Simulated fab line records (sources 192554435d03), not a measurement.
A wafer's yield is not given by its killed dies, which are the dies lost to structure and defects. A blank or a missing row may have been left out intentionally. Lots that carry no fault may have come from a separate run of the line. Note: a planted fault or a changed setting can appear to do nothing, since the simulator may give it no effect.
Matching of chambers :: flow n5_finfet :: N5_BEOL_M14_ETCH_59 on rie_diel-06 has 4 sister chambers
The step etches BARC in N2/H2, target depth 89 nm, overetch 26.7 nm, time 67.9 s. 8 wafers are shown with their chamber, then 7 later ones without.

## WAFERS PAIRED WITH THEIR CHAMBERS
wafer: L083.4
chamber: 2
drypump_motor_current_A (A): 6.4
oes_product_au (a.u.): 0.74

wafer: L084.4
chamber: 0
drypump_motor_current_A (A): 5.4
oes_product_au (a.u.): 0.86

wafer: L084.6
chamber: 1
drypump_motor_current_A (A): 6.5
oes_product_au (a.u.): 0.74

wafer: L085.1
chamber: 1
drypump_motor_current_A (A): 6.5
oes_product_au (a.u.): 0.74

wafer: L085.2
chamber: 3
drypump_motor_current_A (A): 5.7
oes_product_au (a.u.): 0.69

wafer: L085.6
chamber: 0
drypump_motor_current_A (A): 5.3
oes_product_au (a.u.): 0.83

wafer: L090.1
chamber: 2
drypump_motor_current_A (A): 6.4
oes_product_au (a.u.): 0.73

wafer: L090.3
chamber: 3
drypump_motor_current_A (A): 5.7
oes_product_au (a.u.): 0.68

## WAFERS WHOSE CHAMBER IS MISSING
wafer: L090.5
drypump_motor_current_A (A): 6.5
oes_product_au (a.u.): 0.73

wafer: L091.1
drypump_motor_current_A (A): 5.4
oes_product_au (a.u.): 0.79

wafer: L091.2
drypump_motor_current_A (A): 5.7
oes_product_au (a.u.): 0.68

wafer: L091.4
drypump_motor_current_A (A): 6.4
oes_product_au (a.u.): 0.73

wafer: L096.4
drypump_motor_current_A (A): 6.5
oes_product_au (a.u.): 0.72

wafer: L096.5
drypump_motor_current_A (A): 5.3
oes_product_au (a.u.): 0.78

wafer: L096.6
drypump_motor_current_A (A): 5.7
oes_product_au (a.u.): 0.67

## EACH ONE'S CHAMBER
wafer: L090.5
from the rows above: 1
in truth: 1

wafer: L091.1
from the rows above: 0
in truth: 0

wafer: L091.2
from the rows above: 3
in truth: 3

wafer: L091.4
from the rows above: 2
in truth: 2

wafer: L096.4
from the rows above: can't be placed: 1 or 2
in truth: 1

wafer: L096.5
from the rows above: 0
in truth: 0

wafer: L096.6
from the rows above: 3
in truth: 3
Correctly placed: 6 of 7. From these rows, 1 cannot be placed; in 1 the true chamber is one of the candidates. Placed wrongly: 0.
How it was worked out, from the rows above alone: a wafer's distance from a chamber is the root of the sum, over the readings, of the square of ((its reading less the chamber's mean) divided by the reading's scatter). The wafer belongs to the nearest chamber; if the next one is less than 2 further off, it can't be placed. The mean given for a chamber averages the wafers shown for that chamber. How the scatter is found: for the shown wafers, subtract from each reading the mean of its chamber, square and add these, divide the total by (wafers less chambers), then take the root.
